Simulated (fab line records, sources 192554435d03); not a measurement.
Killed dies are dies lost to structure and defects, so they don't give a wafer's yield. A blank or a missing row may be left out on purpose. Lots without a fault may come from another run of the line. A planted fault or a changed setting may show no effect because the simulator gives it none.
Split-lot experiment | flow n5_finfet | 7 lots, 39 wafers read, on a route of 1938 steps

THE SPLIT
At N5_MOL_CONTACT_COAG_ALD_131 (deposits SiO2, target thk 5 nm, pulse time 1 s, co reactant pulse time 1 s), the setting ald_cycles was moved away from the recipe's 35 on 12 of the 39 wafers read, by -40.0% to -14.3%. The other wafers ran this setting at the recipe's value.

The reading is taken at the split's own step.

THE READING
SiO2_of_MOL_CONTACT_COAG_ALD_131.thk_nm (the simulator's own value, which no gauge read), in nm, at N5_MOL_CONTACT_COAG_ALD_131 (deposits SiO2, target thk 5 nm, pulse time 1 s, co reactant pulse time 1 s). The file gives no usual value for it.

wafer  | tool, chamber at the split | ald_cycles as run | against the recipe | SiO2_of_MOL_CONTACT_COAG_ALD_131.thk_nm, nm | against lot-mates on the recipe
L075.2 | ald_sin-04, 0,2,1          | 35                | recipe             | 5                                           | -
L075.4 | ald_sin-04, 0,2,1          | 35                | recipe             | 5                                           | -
L075.5 | ald_sin-04, 0,2,1          | 35                | recipe             | 5                                           | -
L076.1 | ald_sin-04, 1,3,0,2,0,3    | 35                | recipe             | 5                                           | -
L076.2 | ald_sin-04, 1,3,0,2,0,3    | 35                | recipe             | 5                                           | -
L076.3 | ald_sin-04, 1,3,0,2,0,3    | 35                | recipe             | 5                                           | -
L076.4 | ald_sin-04, 1,3,0,2,0,3    | 35                | recipe             | 5                                           | -
L076.5 | ald_sin-04, 1,3,0,2,0,3    | 35                | recipe             | 5                                           | -
L076.6 | ald_sin-04, 1,3,0,2,0,3    | 35                | recipe             | 5                                           | -
L080.1 | ald_sin-03, 2,3,1          | 21                | -40.0%             | 3                                           | -2.0
L080.3 | ald_sin-03, 2,3,1          | 21                | -40.0%             | 3                                           | -2.0
L080.6 | ald_sin-03, 2,3,1          | 21                | -40.0%             | 3                                           | -2.0
L080.2 | ald_sin-03, 0,1,2          | 35                | recipe             | 5                                           | -
L080.4 | ald_sin-03, 0,1,2          | 35                | recipe             | 5                                           | -
L080.5 | ald_sin-03, 0,1,2          | 35                | recipe             | 5                                           | -
L085.1 | ald_sin-04, 0,3,1          | 30                | -14.3%             | 4.2                                         | -0.8
L085.4 | ald_sin-04, 0,3,1          | 30                | -14.3%             | 4.2                                         | -0.8
L085.6 | ald_sin-04, 0,3,1          | 30                | -14.3%             | 4.2                                         | -0.8
L085.2 | ald_sin-04, 2,1,2          | 35                | recipe             | 5                                           | -
L085.3 | ald_sin-04, 2,1,2          | 35                | recipe             | 5                                           | -
L085.5 | ald_sin-04, 2,1,2          | 35                | recipe             | 5                                           | -
L087.1 | ald_sin-04, 0,1,1          | 35                | recipe             | 5                                           | -
L087.3 | ald_sin-04, 0,1,1          | 35                | recipe             | 5                                           | -
L087.6 | ald_sin-04, 0,1,1          | 35                | recipe             | 5                                           | -
L087.2 | ald_sin-04, 2,3,2          | 25                | -28.6%             | 3.6                                         | -1.4
L087.4 | ald_sin-04, 2,3,2          | 25                | -28.6%             | 3.6                                         | -1.4
L087.5 | ald_sin-04, 2,3,2          | 25                | -28.6%             | 3.6                                         | -1.4
L090.1 | ald_sin-03, 0,1,3,2,0,3    | 35                | recipe             | 5                                           | -
L090.2 | ald_sin-03, 0,1,3,2,0,3    | 35                | recipe             | 5                                           | -
L090.3 | ald_sin-03, 0,1,3,2,0,3    | 35                | recipe             | 5                                           | -
L090.4 | ald_sin-03, 0,1,3,2,0,3    | 35                | recipe             | 5                                           | -
L090.5 | ald_sin-03, 0,1,3,2,0,3    | 35                | recipe             | 5                                           | -
L090.6 | ald_sin-03, 0,1,3,2,0,3    | 35                | recipe             | 5                                           | -
L091.1 | ald_sin-01, 1,0,3          | 35                | recipe             | 5                                           | -
L091.2 | ald_sin-01, 1,0,3          | 35                | recipe             | 5                                           | -
L091.6 | ald_sin-01, 1,0,3          | 35                | recipe             | 5                                           | -
L091.3 | ald_sin-01, 3,0,1          | 25                | -28.6%             | 3.6                                         | -1.4
L091.4 | ald_sin-01, 3,0,1          | 25                | -28.6%             | 3.6                                         | -1.4
L091.5 | ald_sin-01, 3,0,1          | 25                | -28.6%             | 3.6                                         | -1.4
Where a row lists several chambers, the file gives one row for several wafers and doesn't say which wafer went through which chamber.

THE FIT
A straight line over all 39 wafers: SiO2_of_MOL_CONTACT_COAG_ALD_131.thk_nm changes by +0.0497 nm for each +1% of ald_cycles; r = +1.00; the points scatter about the line by 0.027 nm.
The same after taking each lot's own level away (the mean of its wafers on the recipe; 39 wafers): +0.0497 nm for each +1%; r = +1.00; scatter 0.027 nm.
On that fit, the largest move of ald_cycles shifts the reading by 2 nm.
The lots' own levels span 5.00 to 5.00 nm.
So the lot-to-lot level changes the slope little: the two slopes agree.
Check: with one of the wafers moved furthest among these (-40.0%) left out of the fit, the line predicts -1.99 nm for it against its lot-mates. It came out at -2 nm against them.

THE FILE'S OWN FIT
SiO2_of_MOL_CONTACT_COAG_ALD_131.thk_nm changes by +0.0499 nm for each +1% of ald_cycles, r = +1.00.
